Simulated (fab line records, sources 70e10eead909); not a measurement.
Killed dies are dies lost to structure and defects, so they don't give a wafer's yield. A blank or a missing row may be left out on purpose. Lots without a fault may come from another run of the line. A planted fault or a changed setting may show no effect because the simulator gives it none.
Tool commonality check | flow nand_harc | 2 lots, 6 wafers sampled

WHY IT WAS OPENED
At NHARC_END_SORT_01 the reading killed_at_periphery is flagged on 2 of 2 lots. Wafers without a fault read 4, standard deviation 3.2.
Rule: a lot is flagged when every wafer of it that has a number lies more than 4 standard deviations from that mean, or none has a number. The other lots count as sound.

lot  | measured     | on        | killed_at_periphery, wafer by wafer | flag
L322 | day 31 19:13 | prober-01 | 302 278 303                         | FLAGGED
L323 | day 32 21:46 | prober-02 | 295 295 301                         | FLAGGED
The numbers of the flagged lots are 296 on average: +292 against the usual, or +91 standard deviations.

WHICH TOOL RAN EACH LOT
The record holds 3 process steps before the reading, out of a route of 1302 steps. In each cell: the tool, then ch and the chambers that the sampled wafers went through, then the start.
lot  | flag    | NHARC_P_M2_ECD_22              | NHARC_A_BONDPAD_ETCH_24                     | NHARC_THIN_TSV_DEGAS_49
L322 | FLAGGED | ecd_cu-01 ch 0,1, day 14 01:26 | rie_diel-13 ch 0,1, day 31 04:28 or earlier | pvd_sputter-03, day 31 04:28
L323 | FLAGGED | ecd_cu-01 ch 1, day 14 16:39   | rie_diel-03 ch 1,2, day 31 07:35            | pvd_sputter-01, day 32 06:48
What these steps do:
- NHARC_P_M2_ECD_22: material Cu, target thk 400 nm.
- NHARC_A_BONDPAD_ETCH_24: etches the open film in CF4/N2, target depth 30 nm, time 72.99 s.
- NHARC_THIN_TSV_DEGAS_49: time 120 s.
- NHARC_END_SORT_01

FLAGGED OVER TOTAL, TOOL BY TOOL (the gauges that took the reading come last)
step                    | tool           | lots run | flagged | share of the flagged lots | sound lots run after its first flagged lot
NHARC_P_M2_ECD_22       | ecd_cu-01      | 2        | 2       | all                       | 0
NHARC_A_BONDPAD_ETCH_24 | rie_diel-03    | 1        | 1       | some                      | 0
NHARC_A_BONDPAD_ETCH_24 | rie_diel-13    | 1        | 1       | some                      | 0
NHARC_THIN_TSV_DEGAS_49 | pvd_sputter-01 | 1        | 1       | some                      | 0
NHARC_THIN_TSV_DEGAS_49 | pvd_sputter-03 | 1        | 1       | some                      | 0
NHARC_END_SORT_01       | prober-01      | 1        | 1       | some                      | 0
NHARC_END_SORT_01       | prober-02      | 1        | 1       | some                      | 0
NHARC_A_BONDPAD_ETCH_24 gives no start for some lots, so the hours and the order of its lots are those of NHARC_THIN_TSV_DEGAS_49.

WHAT THE TABLE ALLOWS
1 row of the table ran every flagged lot: ecd_cu-01 at NHARC_P_M2_ECD_22.
- ecd_cu-01 at NHARC_P_M2_ECD_22: 2 of its 2 lots flagged. It ran no sound lot before its first flagged lot in this sample, so the start can't be narrowed down.
One tool is left: ecd_cu-01 at NHARC_P_M2_ECD_22.

WHAT THE SIMULATOR HAD PUT IN
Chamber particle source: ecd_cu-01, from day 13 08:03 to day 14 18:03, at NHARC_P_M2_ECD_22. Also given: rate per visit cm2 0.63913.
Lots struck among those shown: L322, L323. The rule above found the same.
